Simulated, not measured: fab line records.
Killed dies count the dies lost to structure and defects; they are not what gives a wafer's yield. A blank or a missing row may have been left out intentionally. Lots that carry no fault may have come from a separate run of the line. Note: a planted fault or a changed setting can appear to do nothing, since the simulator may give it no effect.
fab line records	flow n5Finfet
record lots=11	wafers=30	lastDay=17
route steps=1938 shown BEOL_M1@753 BEOL_M4@1111 PASSIVATION@1936
lots with no fault: from the same line, run without faults
startH: hours from the record's opening day to when the first of the lot's shown wafers began	waitH: hours since the lot's step before	" identical to the entry in the row above	L1.1+2: several wafers, shown together as one row	- either no value or no given start	* or withheld: withheld	< > ~ a bound
route shown NAME@n: names a module that has steps shown in the file, with the first one's number in the route	usual: average and standard deviation across the fault-free wafers	same: alike in all rows	chamber/n: place in a boat	sites: the reading at each site	_std_site: how widely they spread, as a standard deviation	_edge_site: mean of outer sites minus mean of inner sites	radiusMm: for every site, how far away it sits from the centre of the wafer	mask NAME#n: copy n	behind: the last tool/chamber to shape the wafer	hold: cause of the lot's hold/its duration in hours/its outcome	device: transistor that didn't switch, given as n, p or np	end of line: tests run on the same wafers once the route is complete	for a step that has no rows: nothing shown but its recipe	killed: not the wafer's yield, but the dies lost to structure and defects at the first sort	map: a wafer's dies, marking killed ones x, the rest . and places with no die _
set.NAME: the run value of the setting; set.NAME@STEP: its run value at that earlier step	model.NAME: the simulator's own value behind a step, which no gauge read
one table for each step of the route and one row for each wafer, over a sample of lots
services: from which hour (startH, from the record's first day; less than 0 if before it) a tool's chamber was out of use, for how many hours, and why
## steps
# step N5_BEOL_M1_PECVD_72
# recipe material=SiO2	targetThkA=160	tempC=400	precursor=TEOS/O2	pressureTorr=5.5	rfW=450	teosFlowSccm=53.8	gas=O2	flowSccm=3000	timeS=18
# usual chamberPressureTorr=5.503/0.011	heaterPowerW=674/74	showerheadPlenumPTorr=8.77/0.044	throttleValvePct=22.5/1.6
lot.wafer	tool	chamber	startH	waitH	chamberPressureTorr	heaterPowerW	showerheadPlenumPTorr	throttleValvePct
L278.1	pecvd-02	0	119.41	0.0	5.492	848	8.74	23.7
L278.5	"	0	"	"	5.482	826	8.74	24.0
L278.6	"	1	"	"	5.500	595	8.72	23.6
L279.3	pecvd-01	0	124.91	0.0	5.488	610	8.72	20.9
L279.4	"	1	"	"	5.497	562	8.81	23.9
L279.6	"	2	"	"	5.502	718	8.81	19.4
L283.2	pecvd-02	2	147.90	0.0	5.498	582	8.78	20.7
L283.3	"	1	"	"	5.507	731	8.72	23.6
L283.6	"	0	"	"	5.491	801	8.78	23.6
L284.3	pecvd-02	2	158.90	0.0	5.486	661	8.78	20.9
L284.5	"	0	"	"	5.497	707	8.75	24.0
L284.6	"	1	"	"	5.478	754	8.73	23.8
L288.2	pecvd-04	2	190.01	0.0	5.529	649	8.76	23.1
L288.4	"	1	"	"	5.501	566	8.79	22.5
L288.5	"	2	"	"	5.516	652	8.78	23.3
L290.3	pecvd-01	0	205.41	0.0	5.490	691	8.71	21.0
L290.4	"	2	"	"	5.497	716	8.82	19.8
L294.2	pecvd-04	0	215.44	0.0	5.510	649	8.69	24.3
L294.6	"	0	"	"	5.495	652	8.72	24.6
L295.2	pecvd-02	1	224.71	0.0	5.504	753	8.72	23.7
L295.6	"	2	"	"	5.500	715	8.80	21.2
L297.3	pecvd-02	1	237.41	0.0	5.502	757	8.72	23.9
L297.4	"	0	"	"	5.519	847	8.74	23.7
L297.6	"	1	"	"	5.504	769	8.73	23.7
L298.3	pecvd-04	1	243.74	0.0	5.495	527	8.77	22.7
L298.4	"	2	"	"	5.514	645	8.75	19.6
L298.5	"	1	"	"	5.512	508	8.79	22.6
L299.1	pecvd-02	2	245.31	0.0	5.513	707	8.79	21.0
L299.4	"	0	"	"	5.507	769	8.76	23.6
L299.6	"	1	"	"	5.514	726	8.72	23.4
# step N5_BEOL_M1_HM_DEP_02
# recipe material=TiN	targetThkA=200	tempC=25	chamberPressurePa=0.49996
# usual throttleValvePct=29.9/1
lot.wafer	tool	chamber	startH	waitH	throttleValvePct
L278.1	pvdSputter-02	-	120.04	0.6	29.6
L278.5	"	-	"	"	29.8
L278.6	"	-	"	"	29.6
L279.3	pvdSputter-01	-	126.45	1.5	30.2
L279.4	"	-	"	"	29.8
L279.6	"	-	"	"	29.8
L283.2	pvdSputter-03	-	148.87	1.0	28.7
L283.3	"	-	"	"	29.7
L283.6	"	-	"	"	29.9
L284.3	pvdSputter-03	-	161.98	3.1	32.0
L284.5	"	-	"	"	28.8
L284.6	"	-	"	"	28.5
L288.2	pvdSputter-02	-	190.99	1.0	29.5
L288.4	"	-	"	"	31.4
L288.5	"	-	"	"	31.5
L290.3	pvdSputter-02	-	207.96	2.5	31.3
L290.4	"	-	"	"	28.7
L294.2	pvdSputter-03	-	216.51	1.1	31.9
L294.6	"	-	"	"	32.0
L295.2	pvdSputter-02	-	224.98	0.2	28.7
L295.6	"	-	"	"	28.9
L297.3	pvdSputter-02	-	239.26	1.8	31.5
L297.4	"	-	"	"	29.6
L297.6	"	-	"	"	29.7
L298.3	pvdSputter-01	-	246.01	2.3	31.0
L298.4	"	-	"	"	29.9
L298.5	"	-	"	"	31.1
L299.1	pvdSputter-01	-	246.21	0.9	29.8
L299.4	"	-	"	"	31.0
L299.6	"	-	"	"	29.7
# step N5_BEOL_M1_INSPECT_13
# recipe mode=adi	inspectInstrument=brightfield
# usual rawDefectCount=426/110
lot.wafer	tool	chamber	startH	waitH	rawDefectCount
L278.1	defectInspect-01	-	120.66	0.1	534
L278.5	"	-	"	"	464
L278.6	"	-	"	"	331
L279.3	defectInspect-02	-	126.93	0.0	332
L279.4	"	-	"	"	323
L279.6	"	-	"	"	415
L283.2	defectInspect-01	-	149.35	0.0	276
L283.3	"	-	"	"	351
L283.6	"	-	"	"	345
L284.3	defectInspect-01	-	162.59	0.0	620
L284.5	"	-	"	"	544
L284.6	"	-	"	"	541
L288.2	defectInspect-02	-	191.47	0.0	681
L288.4	"	-	"	"	385
L288.5	"	-	"	"	282
L290.3	defectInspect-02	-	208.56	0.0	459
L290.4	"	-	"	"	336
L294.2	defectInspect-01	-	216.99	0.0	382
L294.6	"	-	"	"	337
L295.2	defectInspect-01	-	225.58	0.0	416
L295.6	"	-	"	"	501
L297.3	defectInspect-02	-	239.86	0.0	354
L297.4	"	-	"	"	296
L297.6	"	-	"	"	302
L298.3	defectInspect-01	-	246.62	0.0	283
L298.4	"	-	"	"	335
L298.5	"	-	"	"	569
L299.1	defectInspect-01	-	246.69	0.1	374
L299.4	"	-	"	"	309
L299.6	"	-	"	"	475
# step N5_BEOL_M1_COAT_76
# recipe resist=underlayer	tempC=205	timeS=60	spinRpm=1500	resistThkNm=5
# usual runLengthS=66.21/0.13
lot.wafer	tool	chamber	startH	waitH	runLengthS
L278.1	lithoTrack-02	0	121.21	-	66.11
L278.5	"	0	"	"	66.23
L278.6	"	0	"	"	66.25
L279.3	lithoTrack-02	0	127.50	-	66.13
L279.4	"	0	"	"	66.02
L279.6	"	0	"	"	66.22
L283.2	lithoTrack-04	0	149.94	-	66.10
L283.3	"	0	"	"	66.15
L283.6	"	0	"	"	66.34
L284.3	lithoTrack-02	0	163.37	-	66.05
L284.5	"	0	"	"	66.13
L284.6	"	0	"	"	66.10
L288.2	lithoTrack-04	0	191.97	-	66.16
L288.4	"	0	"	"	66.16
L288.5	"	0	"	"	66.19
L290.3	lithoTrack-02	0	209.06	-	66.30
L290.4	"	0	"	"	68.94
L294.2	lithoTrack-02	0	217.50	-	68.92
L294.6	"	0	"	"	66.03
L295.2	lithoTrack-02	0	226.09	-	69.00
L295.6	"	0	"	"	66.23
L297.3	lithoTrack-04	0	240.37	-	66.14
L297.4	"	0	"	"	66.05
L297.6	"	0	"	"	66.22
L298.3	lithoTrack-04	0	247.42	-	66.06
L298.4	"	0	"	"	66.37
L298.5	"	0	"	"	66.28
L299.1	lithoTrack-05	0	247.66	-	66.26
L299.4	"	0	"	"	66.30
L299.6	"	0	"	"	66.51
# step N5_BEOL_M4_RC_MEAS_101
# usual DIBL_N=37.5/2.5	DIBL_P=38/3.1	IOFF_N=0.19/0.059	IOFF_P=0.24/0.061	ION_N=679/16	ION_P=465/9.8	SS_N=72.0/0.8	SS_P=73.7/0.86	VT_N=248/4.5	VT_P=-249/3.5
lot.wafer	tool	chamber	startH	waitH	DIBL_N[mV/V]	DIBL_P[mV/V]	IOFF_N[nA/um]	IOFF_P[nA/um]	ION_N[uA/um]	ION_P[uA/um]	SS_N[mV/dec]	SS_P[mV/dec]	VT_N[mV]	VT_P[mV]
L278.1	prober-02	0	163.35	0.0	34.1	36	0.12	0.20	659	459	70.6	72.8	254	-249
L278.5	"	0	"	"	37.8	37	0.18	0.22	678	466	72.3	73.5	251	-250
L278.6	"	0	"	"	39.7	40	0.23	0.27	679	459	72.7	74.2	248	-245
L279.3	prober-02	0	170.07	0.3	37.3	38	0.18	0.23	677	459	72.0	73.5	250	-250
L279.4	"	0	"	"	37.3	40	0.19	0.27	675	465	72.5	74.2	248	-248
L279.6	"	0	"	"	37.4	38	0.18	0.22	676	460	72.6	73.8	255	-252
L283.2	prober-02	0	191.94	0.2	31.0	28	0.08	0.12	644	452	70.6	70.8	259	-255
L283.3	"	0	"	"	33.5	33	0.12	0.18	679	467	69.8	72.5	253	-251
L283.6	"	0	"	"	33.7	35	0.13	0.19	672	462	70.2	73.0	250	-250
L284.3	prober-01	0	215.59	0.3	33.7	34	0.12	0.17	662	453	71.2	72.9	255	-252
L284.5	"	0	"	"	37.1	39	0.18	0.23	677	464	71.8	73.8	249	-246
L284.6	"	0	"	"	41.1	44	0.31	0.34	705	477	73.1	75.8	244	-245
L288.2	prober-01	0	251.57	0.2	39.7	42	0.30	0.37	716	484	72.8	74.3	239	-239
L288.4	"	0	"	"	33.7	34	0.13	0.19	670	461	72.0	72.9	252	-251
L288.5	"	0	"	"	36.6	38	0.21	0.29	701	486	71.9	74.4	241	-244
L290.3	prober-02	0	253.54	0.3	34.5	34	0.14	0.17	672	453	71.0	72.5	248	-255
L290.4	"	0	"	"	37.2	38	0.18	0.22	678	450	71.9	73.9	246	-250
L294.2	prober-02	0	262.83	0.2	36.4	37	0.15	0.19	668	458	71.9	73.5	253	-251
L294.6	"	0	"	"	37.9	40	0.19	0.24	689	471	72.1	74.0	248	-248
L295.2	prober-01	0	283.52	0.2	40.7	41	0.24	0.26	697	471	72.1	74.2	243	-248
L295.6	"	0	"	"	34.4	34	0.12	0.16	658	449	71.9	72.4	255	-254
L297.3	prober-02	0	288.15	0.3	37.6	37	0.19	0.24	683	463	72.1	73.9	249	-249
L297.4	"	0	"	"	35.7	34	0.16	0.21	667	462	71.5	73.3	249	-250
L297.6	"	0	"	"	37.4	36	0.20	0.24	685	466	72.0	73.8	244	-250
L299.1	prober-01	0	310.43	0.0	38.6	42	0.21	0.29	685	475	72.0	74.4	247	-249
L299.4	"	0	"	"	39.0	39	0.20	0.23	676	455	71.8	74.7	247	-251
L299.6	"	0	"	"	39.9	41	0.23	0.26	687	466	72.2	74.6	245	-249
L298.3	prober-02	0	310.66	0.3	40.5	38	0.23	0.26	684	465	72.7	73.8	246	-249
L298.4	"	0	"	"	38.6	36	0.17	0.22	662	460	73.0	73.4	250	-249
L298.5	"	0	"	"	39.9	38	0.21	0.25	687	466	71.8	74.0	250	-248
# step N5_PASSIVATION_PROBE_49
# usual defectLimitedYield=91.0/1.4	killed_at_M0_to_M3=35/10	killed_at_M4_up=14/5.5	killedAtContacts=13/5.6	killedAtFrontEnd=41/11	killedAtOther=4/3.4	killedDies=106/16	killedOpen=68/12	killedShort=35/7.3	sort_bin_4_leakage=0.3/2.1	sort_bin_5_function=5.3/0.89	sort_bin_6_memory=3.4/0.67	sortNPass=1070/28	sortYieldPct=90.7/2.4
# same grossDies=1180	killedAtBackSide=0	sort_bin_8_speed[%]=0
lot.wafer	tool	chamber	startH	waitH	defectLimitedYield[%]	killed_at_M0_to_M3	killed_at_M4_up	killedAtContacts	killedAtFrontEnd	killedAtOther	killedDies	killedOpen	killedShort	sort_bin_4_leakage[%]	sort_bin_5_function[%]	sort_bin_6_memory[%]	sortNPass	sortYieldPct[%]
L294.2	prober-02	-	380.61	0.1	87.3	54	15	24	51	6	150	93	52	0	7.5	4.6	1030	87.3
L294.6	prober-02	-	380.81	0.3	90.3	37	22	17	36	3	115	72	37	0	5.6	4.0	1065	90.3
# killed by level:class
L294.2 BEOL_M0_SAQP:geometricParticle:short=19 MOL_CONTACT_COAG:geometricParticle:open=18 BEOL_M0_SAQP:geometricParticle:open=16 FIN_SAQP:geometricParticle:open=14 BEOL_M2:geometricParticle:open=13 FIN_SAQP:geometricParticle:short=9 BEOL_M4:geometricParticle:open=8 MOL_CONTACT_COAG:geometricParticle:short=6
L294.6 MOL_CONTACT_COAG:geometricParticle:open=15 BEOL_M0_SAQP:geometricParticle:open=11 BEOL_M2:geometricParticle:open=9 FIN_SAQP:geometricParticle:short=8 BEOL_M0_SAQP:geometricParticle:short=8 BEOL_M4:geometricParticle:open=7 STI_FIN_REVEAL:geometricParticle:open=6 FIN_SAQP:geometricParticle:open=4
## services
tool	chamber	startH	hours	kind
pecvd-02	2	118.84	6.7	repair
pecvd-01	0	127.62	5.5	scheduledDown
pvdSputter-01	-	133.40	2.5	repair
lithoTrack-05	-	136.32	-	consumableReplace:filter
pecvd-01	2	146.37	5.5	scheduledDown
pecvd-02	2	167.45	5.0	scheduledDown
pecvd-01	0	168.30	5.9	repair
pecvd-04	1	178.07	2.1	scheduledDown
pecvd-02	0	182.67	2.3	repair
pecvd-02	-	184.08	0.6	repair
pecvd-04	2	204.83	2.1	scheduledDown
pecvd-04	2	206.96	-	clean
pecvd-04	2	206.96	-	consumableReplace:showerhead
pecvd-04	2	206.96	29.0	scheduledDown
pecvd-04	2	206.96	29.0	ventCycle
pecvd-02	0	231.33	2.1	scheduledDown
pecvd-01	0	239.22	2.1	scheduledDown
## key
firstSign step=N5_BEOL_M1_COAT_76	reading=runLengthS	direction=up	sigmas=21	usual=*	struck=*
effect none on later readings
metAt N5_BEOL_M1_COAT_76
struckLots L290,L294,L295
struckWafers L290.4,L294.2,L295.2
notActingAt N5_BEOL_M1_PECVD_72,N5_BEOL_M1_HM_DEP_02,N5_BEOL_M1_INSPECT_13
onsetBetween 163.37 209.06
fault kind=processParameterDrift	tool=lithoTrack-02	chamber=-	onsetH=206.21	steps=N5_BEOL_M1_COAT_76	channel=timeS	offset=*	shape=step	endH=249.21	scope=struckWafersOnly	actsIn=*	stated=*
